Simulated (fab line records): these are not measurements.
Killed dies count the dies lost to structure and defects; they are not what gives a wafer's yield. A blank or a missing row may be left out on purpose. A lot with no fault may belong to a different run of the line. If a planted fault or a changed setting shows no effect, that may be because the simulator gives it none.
fab line records	flow n5Finfet
record: lots: 6	wafers: 18	lastDay: 17
route steps=1938 shown HKMG_FIN@410 BEOL_M4@1111 PASSIVATION@1936
lots that met no fault: from a run of the same line without faults
startH: hours from the record's opening day to when the first of the lot's shown wafers began	waitH: hours since the lot's step before	" same as the row above	L1.1+2: several wafers, shown together as one row	- no value, or no start given	* or withheld: withheld	< > ~ a bound
route shown NAME@n: names a module that has steps shown in the file, with the first one's number in the route	usual: the fault-free wafers' mean and standard deviation	same: alike in all rows	chamber/n: place in a boat	sites: readings site by site	_std_site: the standard deviation of these	_edge_site: outer sites' mean less inner sites'	radiusMm: how far each site lies from the wafer's centre	mask NAME#n: copy n	behind: the most recent tool/chamber to have shaped the wafer	hold: why the lot was held/for how many hours/how that ended	device: whichever transistor did not switch (one of n, p or np)	end of line: the same wafers' tests at the end of the route	a step given without rows: its recipe and nothing more	killed: dies that structure and defects cost at the first sort, which is not the same as the wafer's yield	map: dies across one wafer; x = killed, . = not, _ = none there
set.NAME: the setting the step ran with; set.NAME@STEP: the setting that earlier step ran with	model.NAME: the simulator's own value behind a step, which no gauge read
a table for each step, a row for each wafer; lots at some steps of the route
services: from which hour (startH, from the record's first day; less than 0 if before it) a tool's chamber was out of use, for how many hours, and why
== steps ==
step: N5_HKMG_FIN_WET_ETCH_77
recipe: chemistry: dHCl	mix: 1:10000	tempC: 25	target: La2O3	stopOn: HfO2	targetDepthNm: 2
step: N5_HKMG_FIN_WET_ETCH_78
recipe: chemistry: dNH4OH	mix: 1:50	tempC: 25	target: Al2O3	stopOn: La2O3	targetDepthNm: 4.5	dry: ipaMarangoni	rinseTimeS: 30	rinseTempC: 23
step: N5_HKMG_FIN_ALD_79
recipe: material: TiN	targetThkA: 15	tempC: 400	aldPrecursorFamily: TiCl4	aldCoReactant: NH3	pulseTimeS: 1	purgeTimeS: 3	coReactantPurgeTimeS: 2	coReactantPulseTimeS: 2	aldCycles: 68	pressureTorr: 3
usual: chamberPressureTorr: 3.000/0.0065	heaterPowerOuterW: 559/73	heaterPowerW: 899/91	precursorPulseHeightRel: 1.000/0.021
lot.wafer	tool	chamber	startH	waitH	chamberPressureTorr	heaterPowerOuterW	heaterPowerW	precursorPulseHeightRel
L775.2	aldMetal-01	1	88.46	0.0	2.996	573	904	1.009
L775.3	"	0	"	"	3.001	466	787	0.974
L775.5	"	3	"	"	2.996	547	910	0.987
L787.2	aldMetal-02	1	162.18	0.0	3.012	657	1017	0.990
L787.3	"	2	"	"	3.004	578	924	0.990
L787.6	"	2	"	"	3.008	555	915	1.023
L788.2	aldMetal-03	3	166.31	0.0	2.998	510	881	1.012
L788.3	"	2	"	"	2.994	534	897	0.996
L788.4	"	0	"	"	2.999	399	698	0.985
L792.2	aldMetal-01	0	188.86	0.0	2.995	456	785	0.991
L792.5	"	3	"	"	3.000	557	899	0.986
L792.6	"	2	"	"	3.004	638	996	1.041
L793.1	aldMetal-03	1	194.81	0.0	2.986	575	914	0.999
L793.2	"	0	"	"	3.004	406	693	0.978
L793.5	"	0	"	"	2.998	405	707	1.004
L795.1	aldMetal-02	2	205.53	0.0	3.001	571	901	1.032
L795.2	"	1	"	"	2.996	667	985	1.008
L795.4	"	3	"	"	3.001	542	874	0.997
step: N5_HKMG_FIN_CVD_62
recipe: material: a-Si	targetThkA: 30	tempC: 500	precursor: Si2H6	pressureTorr: 1	timeS: 20.8
usual: chamberPressureTorr: 1.0003/0.0022	heaterPowerOuterW: 914/77	heaterPowerW: 1383/80
lot.wafer	tool	chamber	startH	waitH	chamberPressureTorr	heaterPowerOuterW	heaterPowerW
L775.2	thermalCvdSi-02	2	88.82	0.2	0.9974	1046	1478
L775.3	"	0	"	"	1.0006	927	1421
L775.5	"	2	"	"	0.9993	1003	1443
L787.2	thermalCvdSi-02	0	162.54	0.2	1.0013	950	1431
L787.3	"	2	"	"	1.0024	1048	1442
L787.6	"	2	"	"	0.9975	1002	1456
L788.2	thermalCvdSi-01	1	166.67	0.2	1.0000	849	1254
L788.3	"	2	"	"	0.9999	981	1446
L788.4	"	2	"	"	1.0015	974	1456
L792.2	thermalCvdSi-01	1	189.22	0.2	1.0045	819	1280
L792.5	"	2	"	"	0.9991	978	1443
L792.6	"	0	"	"	1.0013	797	1312
L793.1	thermalCvdSi-02	0	195.17	0.2	1.0012	934	1425
L793.2	"	2	"	"	0.9997	1036	1427
L793.5	"	0	"	"	0.9977	938	1419
L795.1	thermalCvdSi-02	0	205.89	0.2	0.9982	939	1416
L795.2	"	1	"	"	0.9979	946	1442
L795.4	"	0	"	"	0.9999	925	1427
step: N5_HKMG_FIN_RTA_80
recipe: tempC: withheld	timeS: 2	ambient: N2	idleTempC: 600	rampUpCPerS: 150	rampDownCPerS: 60	coolToC: 600
step: N5_HKMG_FIN_PRECLEAN_64
recipe: chemistry: dHF	timeS: 30	tempC: 25	dilution: withheld
step: N5_HKMG_FIN_WET_ETCH_65
recipe: chemistry: TMAH	tempC: 70	concWtPct: 5	target: a-Si	stopOn: TiN	timeS: 49	targetDepthNm: 3
step: N5_HKMG_FIN_WET_ETCH_81
recipe: chemistry: SC1	target: TiN	stopOn: HfO2	mix: 1:1:5	tempC: 60	timeS: 57	targetDepthNm: 6
step: N5_HKMG_FIN_WET_ETCH_82
recipe: chemistry: dHCl	mix: 1:10000	tempC: 25	target: La2O3	stopOn: HfO2	targetDepthNm: 2	dry: ipaMarangoni	rinseTimeS: 30	rinseTempC: 23
step: N5_HKMG_FIN_ALD_36
recipe: material: TiN	targetThkA: 10	tempC: 400	aldPrecursorFamily: TiCl4	aldCoReactant: NH3	pulseTimeS: 1	purgeTimeS: 3	coReactantPurgeTimeS: 2	coReactantPulseTimeS: 2	aldCycles: 47	pressureTorr: 3
usual: chamberPressureTorr: 3.000/0.0065	heaterPowerOuterW: 561/71	heaterPowerW: 901/87	precursorPulseHeightRel: 0.999/0.019
lot.wafer	tool	chamber	startH	waitH	chamberPressureTorr	heaterPowerOuterW	heaterPowerW	precursorPulseHeightRel
L775.2	aldMetal-02	1	89.22	0.0	3.006	650	1000	0.994
L775.3	"	2	"	"	2.998	568	898	0.998
L775.5	"	0	"	"	2.994	651	1024	1.020
L787.2	aldMetal-01	3	163.08	0.0	3.000	546	912	0.971
L787.3	"	0	"	"	3.001	469	796	0.980
L787.6	"	1	"	"	2.984	582	901	1.003
L788.2	aldMetal-01	2	167.07	0.0	2.992	669	986	0.981
L788.3	"	3	"	"	2.993	550	904	0.990
L788.4	"	1	"	"	3.006	585	904	0.999
L792.2	aldMetal-01	1	189.62	0.0	3.014	586	908	0.979
L792.5	"	2	"	"	2.996	679	1027	1.026
L792.6	"	1	"	"	3.012	562	924	1.004
L793.1	aldMetal-03	2	195.62	0.0	3.002	537	908	0.990
L793.2	"	1	"	"	2.995	576	927	0.997
L793.5	"	0	"	"	2.994	394	689	0.973
L795.1	aldMetal-03	3	206.47	0.0	2.995	533	878	0.994
L795.2	"	0	"	"	2.992	405	690	0.997
L795.4	"	1	"	"	3.007	558	896	1.008
step: N5_HKMG_FIN_THK_MEAS_70
recipe: thkMeasGauge: xrf	reads: HfO2_of_HKMG_FIN_HK_ALD_01
usual: HK_THK: 1.571/0.021
lot.wafer	tool	chamber	startH	waitH	HK_THK[nm]
L775.2	filmMetro-02	-	89.50	0.2	1.510
L775.3	"	-	"	"	1.539
L775.5	"	-	"	"	1.551
L787.2	filmMetro-01	-	163.36	0.2	1.561
L787.3	"	-	"	"	1.570
L787.6	"	-	"	"	1.594
L788.2	filmMetro-01	-	167.35	0.2	1.564
L788.3	"	-	"	"	1.562
L788.4	"	-	"	"	1.541
L792.2	filmMetro-01	-	189.90	0.2	1.556
L792.5	"	-	"	"	1.564
L792.6	"	-	"	"	1.566
L793.1	filmMetro-01	-	195.90	0.2	1.566
L793.2	"	-	"	"	1.573
L793.5	"	-	"	"	1.568
L795.1	filmMetro-01	-	206.75	0.2	1.556
L795.2	"	-	"	"	1.597
L795.4	"	-	"	"	1.561
step: N5_HKMG_FIN_PWFM_ALD_03
recipe: material: TiN	targetThkA: 20	tempC: 400	aldPrecursorFamily: TiCl4	aldCoReactant: NH3	pulseTimeS: 1	purgeTimeS: 3	coReactantPurgeTimeS: 2	coReactantPulseTimeS: 2	aldCycles: 91	pressureTorr: 3
usual: chamberPressureTorr: 3.000/0.0063	heaterPowerOuterW: 573/74	heaterPowerW: 914/91	precursorPulseHeightRel: 0.999/0.019
lot.wafer	tool	chamber	startH	waitH	chamberPressureTorr	heaterPowerOuterW	heaterPowerW	precursorPulseHeightRel
L775.2	aldMetal-01	1	89.54	0.0	3.000	574	934	1.008
L775.3	"	3	"	"	2.991	544	915	0.983
L775.5	"	3	"	"	3.001	550	904	1.020
L787.2	aldMetal-03	1	163.39	0.0	2.990	569	921	1.009
L787.3	"	3	"	"	3.009	524	878	1.010
L787.6	"	1	"	"	2.992	574	912	1.008
L788.2	aldMetal-02	2	167.38	0.0	3.002	572	929	0.997
L788.3	"	1	"	"	2.993	663	1007	1.002
L788.4	"	0	"	"	2.994	654	1013	0.999
L792.2	aldMetal-02	0	189.94	0.0	2.996	630	1026	0.990
L792.5	"	0	"	"	2.993	645	1004	1.010
L792.6	"	3	"	"	3.000	538	880	0.955
L793.1	aldMetal-02	0	195.93	0.0	3.000	646	993	0.998
L793.2	"	3	"	"	3.004	535	882	0.997
L793.5	"	1	"	"	3.001	665	997	1.002
L795.1	aldMetal-02	1	206.79	0.0	3.000	670	975	1.007
L795.2	"	3	"	"	2.997	534	864	1.020
L795.4	"	2	"	"	2.987	574	885	1.018
step: N5_HKMG_FIN_COAT_29
recipe: resist: SOC	tempC: 250	timeS: 60	spinRpm: 1500	resistThkNm: 300
usual: chillPlateTempC: 22.99/0.11	spinSpeedRpm: 1500.0/0.98
lot.wafer	tool	chamber	startH	waitH	chillPlateTempC	spinSpeedRpm	model.SOC_of_HKMG_FIN_COAT_29.thkNm
L775.2	lithoTrack-04	0	90.01	0.2	22.87	1499.3	300.8
L775.3	"	0	"	"	22.90	1499.3	300.4
L775.5	"	0	"	"	22.82	1501.5	300.4
L787.2	lithoTrack-04	0	163.86	0.2	23.02	1454.6	307.4
L787.3	"	0	"	"	22.92	1453.7	307.2
L787.6	"	0	"	"	23.02	1456.7	306.4
L788.2	lithoTrack-04	0	167.85	0.2	22.86	1455.0	305.6
L788.3	"	0	"	"	22.94	1454.0	306
L788.4	"	0	"	"	22.98	1455.4	305
L792.2	lithoTrack-01	0	190.41	0.2	23.09	1499.7	301
L792.5	"	0	"	"	23.19	1499.5	300.8
L792.6	"	0	"	"	23.24	1500.7	301
L793.1	lithoTrack-01	0	196.40	0.2	23.01	1498.5	301.2
L793.2	"	0	"	"	23.17	1498.9	301.2
L793.5	"	0	"	"	23.01	1497.8	301
L795.1	lithoTrack-02	0	207.26	0.2	22.94	1501.3	300
L795.2	"	0	"	"	22.85	1500.7	300.6
L795.4	"	0	"	"	22.92	1499.7	299.8
step: N5_HKMG_FIN_COAT_30
recipe: resist: SiARC	tempC: 220	timeS: 60	spinRpm: 1500	resistThkNm: 35
step: N5_BEOL_M4_RC_MEAS_101
usual: DIBL_N: 36.0/2.5	DIBL_P: 36.2/3	IOFF_N: 0.16/0.044	IOFF_P: 0.21/0.049	ION_N: 671/15	ION_P: 461/8.7	SS_N: 71.5/0.72	SS_P: 73.4/0.9	VT_N: 251/4.4	VT_P: -250/4
lot.wafer	tool	chamber	startH	waitH	DIBL_N[mV/V]	DIBL_P[mV/V]	IOFF_N[nA/um]	IOFF_P[nA/um]	ION_N[uA/um]	ION_P[uA/um]	SS_N[mV/dec]	SS_P[mV/dec]	VT_N[mV]	VT_P[mV]
L775.2	prober-01	0	190.01	0.9	40.4	40.7	0.26	0.32	694	474	73.0	75.0	243	-246
L775.3	"	0	"	"	35.1	33.9	0.15	0.18	668	455	71.6	73.3	249	-250
L775.5	"	0	"	"	36.7	36.1	0.18	0.23	676	466	72.2	73.5	249	-245
L788.2	prober-02	0	275.85	0.2	41.2	43.1	0.31	0.37	692	473	72.8	74.9	240	-241
L788.3	"	0	"	"	36.6	37.7	0.19	0.24	683	465	71.4	73.0	245	-248
L788.4	"	0	"	"	36.9	38.5	0.20	0.26	682	473	72.0	74.0	245	-245
L787.2	prober-01	0	276.84	0.2	37.9	39.9	0.19	0.25	694	472	71.8	74.0	245	-248
L787.3	"	0	"	"	37.0	38.0	0.18	0.21	679	460	71.5	74.1	246	-252
L787.6	"	0	"	"	34.7	34.5	0.12	0.16	667	456	71.2	72.4	253	-253
L792.2	prober-01	0	286.90	0.6	33.0	32.5	0.11	0.17	652	453	70.0	71.8	252	-254
L792.5	"	0	"	"	33.3	33.4	0.11	0.17	665	464	71.3	71.8	255	-254
L792.6	"	0	"	"	36.1	34.9	0.15	0.19	668	453	72.4	72.9	252	-252
L793.1	prober-02	0	306.64	0.0	35.1	34.4	0.13	0.18	656	455	72.0	72.7	254	-252
L793.2	"	0	"	"	28.9	27.9	0.06	0.12	631	444	70.0	70.5	261	-256
L793.5	"	0	"	"	31.9	31.1	0.09	0.14	642	453	70.7	72.2	257	-252
L795.1	prober-01	0	308.34	0.0	39.0	39.1	0.20	0.29	666	460	72.7	74.2	248	-248
L795.2	"	0	"	"	35.8	35.5	0.15	0.20	658	457	71.9	72.7	252	-250
L795.4	"	0	"	"	35.1	34.9	0.14	0.19	684	470	70.8	73.6	250	-250
step: N5_PASSIVATION_PROBE_49
usual: defectLimitedYield: 91.7/1.4	killed_at_M0_to_M3: 31/11	killed_at_M4_up: 13/4.6	killedAtContacts: 13/6.7	killedAtFrontEnd: 39/9.6	killedAtOther: 3.5/2.8	killedDies: 98/16	killedOpen: 64/11	killedShort: 33/8.5	sort_bin_4_leakage: 0.00/0.032	sort_bin_5_function: 4.9/0.96	sort_bin_6_memory: 3.1/0.59	sort_bin_8_speed: 0.2/1.3	sortNPass: 1080/23	sortYieldPct: 91.5/1.9
same: grossDies: 1180	killedAtBackSide: 0
lot.wafer	tool	chamber	startH	waitH	defectLimitedYield[%]	killed_at_M0_to_M3	killed_at_M4_up	killedAtContacts	killedAtFrontEnd	killedAtOther	killedDies	killedOpen	killedShort	sort_bin_4_leakage[%]	sort_bin_5_function[%]	sort_bin_6_memory[%]	sort_bin_8_speed[%]	sortNPass	sortYieldPct[%]
L775.2	prober-01	-	294.78	0.1	90.3	27	12	22	54	0	115	72	41	0	5.9	3.2	0	1065	90.3
L775.3	prober-01	-	294.83	0.1	90.3	25	19	23	45	2	114	75	38	0	5.7	3.6	0	1066	90.3
L775.5	prober-01	-	294.93	0.2	89.9	21	13	36	44	5	119	70	49	0	6.4	3.3	0	1061	89.9
L787.6	prober-01	-	378.19	0.3	93.1	19	10	16	31	5	81	47	34	0	3.7	2.8	0	1099	93.1
killed by level:class
L775.2 MOL_CONTACT_COAG:geometricParticle:open=18 GATE_CUT:geometricParticle:short=17 FIN_SAQP:geometricParticle:short=10 GATE_CUT:geometricParticle:open=10 FIN_SAQP:geometricParticle:open=7 BEOL_M0:geometricParticle:open=7 BEOL_M1:geometricParticle:open=7 BEOL_M4:geometricParticle:open=7
L775.3 MOL_CONTACT_COAG:geometricParticle:open=18 GATE_CUT:geometricParticle:short=9 BEOL_M1:geometricParticle:open=9 BEOL_M4:geometricParticle:open=6 FIN_SAQP:geometricParticle:short=5 DUMMY_GATE:geometricParticle:open=5 GATE_CUT:geometricParticle:open=5 STI_FIN_REVEAL:geometricParticle:open=4
L775.5 MOL_CONTACT_COAG:geometricParticle:open=26 FIN_SAQP:geometricParticle:short=11 MOL_CONTACT_COAG:geometricParticle:short=10 FIN_SAQP:geometricParticle:open=9 GATE_CUT:geometricParticle:open=8 BEOL_M1:geometricParticle:open=5 GATE_CUT:geometricParticle:short=4 BEOL_M1:geometricParticle:short=4
L787.6 MOL_CONTACT_COAG:geometricParticle:open=11 DUMMY_GATE:geometricParticle:open=6 MOL_CONTACT_COAG:geometricParticle:short=5 BEOL_M3:geometricParticle:short=5 FIN_SAQP:geometricParticle:open=4 FIN_SAQP:geometricParticle:short=4 GATE_CUT:geometricParticle:short=4 STI_FIN_REVEAL:geometricParticle:open=3
== services ==
tool	chamber	startH	hours	kind
aldMetal-03	-	186.39	1.1	repair
== key ==
firstSign: step: N5_HKMG_FIN_COAT_29	reading: spinSpeedRpm	direction: down	sigmas: 46	usual: *	struck: *
effect none on later readings
modelEffect: step: N5_HKMG_FIN_COAT_29	value: SOC_of_HKMG_FIN_COAT_29.thkNm	without: 301.5	struck: 306.3
metAt N5_HKMG_FIN_COAT_29
struckWafers L787.2,L787.3,L787.6,L788.2,L788.3,L788.4
onsetBetween 90.01 163.86
fault: kind: processParameterDrift	tool: lithoTrack-04	chamber: -	onsetH: 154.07	steps: N5_HKMG_FIN_COAT_29	channel: spinRpm	offset: *	shape: step	endH: 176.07	actsIn: *	stated: *
